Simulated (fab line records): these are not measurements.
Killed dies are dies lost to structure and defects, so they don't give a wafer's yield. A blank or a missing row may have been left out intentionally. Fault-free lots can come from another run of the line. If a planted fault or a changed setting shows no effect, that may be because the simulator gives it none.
Matching of chambers + flow nandHarc + pecvd-03 running NHARC_A_CHANNEL_HOLE_D1_DEP_01: 3 sister chambers
The step deposits SiON, target thk 140 nm. 3 wafers are shown with their chamber, then 11 later ones without.

EACH WAFER AND ITS CHAMBER
| wafer  | chamber | heaterPowerW (W) |
|--------|---------|------------------|
| L079.5 | 0       | 680              |
| L087.2 | 2       | 731              |
| L088.3 | 1       | 919              |

WAFERS WHOSE CHAMBER IS MISSING
| wafer  | heaterPowerW (W) |
|--------|------------------|
| L088.4 | 731              |
| L088.6 | 599              |
| L090.4 | 828              |
| L090.5 | 595              |
| L090.6 | 692              |
| L095.1 | 614              |
| L095.4 | 723              |
| L095.5 | 620              |
| L096.1 | 584              |
| L096.5 | 829              |
| L096.6 | 653              |

EACH ONE'S CHAMBER
| wafer  | from the rows above          | in truth |
|--------|------------------------------|----------|
| L088.4 | can't be placed: 2 or 0      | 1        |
| L088.6 | can't be placed: 0 or 2      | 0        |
| L090.4 | can't be placed: 1 or 2 or 0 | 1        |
| L090.5 | can't be placed: 0 or 2      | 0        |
| L090.6 | can't be placed: 0 or 2      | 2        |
| L095.1 | can't be placed: 0 or 2      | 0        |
| L095.4 | can't be placed: 2 or 0      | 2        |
| L095.5 | can't be placed: 0 or 2      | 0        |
| L096.1 | can't be placed: 0 or 2      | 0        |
| L096.5 | can't be placed: 1 or 2 or 0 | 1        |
| L096.6 | can't be placed: 0 or 2      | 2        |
Correct placement for 0 of the 11. Cannot be placed on the basis of these rows: 11; the candidates contain the true chamber in 10. Placed wrongly: 0.
How it was worked out, from the rows above alone: a wafer's distance from a chamber is the root of the sum, over the readings, of the square of ((its reading less the chamber's mean) divided by the reading's scatter). The wafer belongs to the nearest chamber; if the next one is less than 2 further off, it can't be placed. A chamber's mean is the mean of its shown wafers. The scatter: with one shown wafer a chamber, the root of the mean of the squares of how far each hidden wafer lies from its nearest shown one.
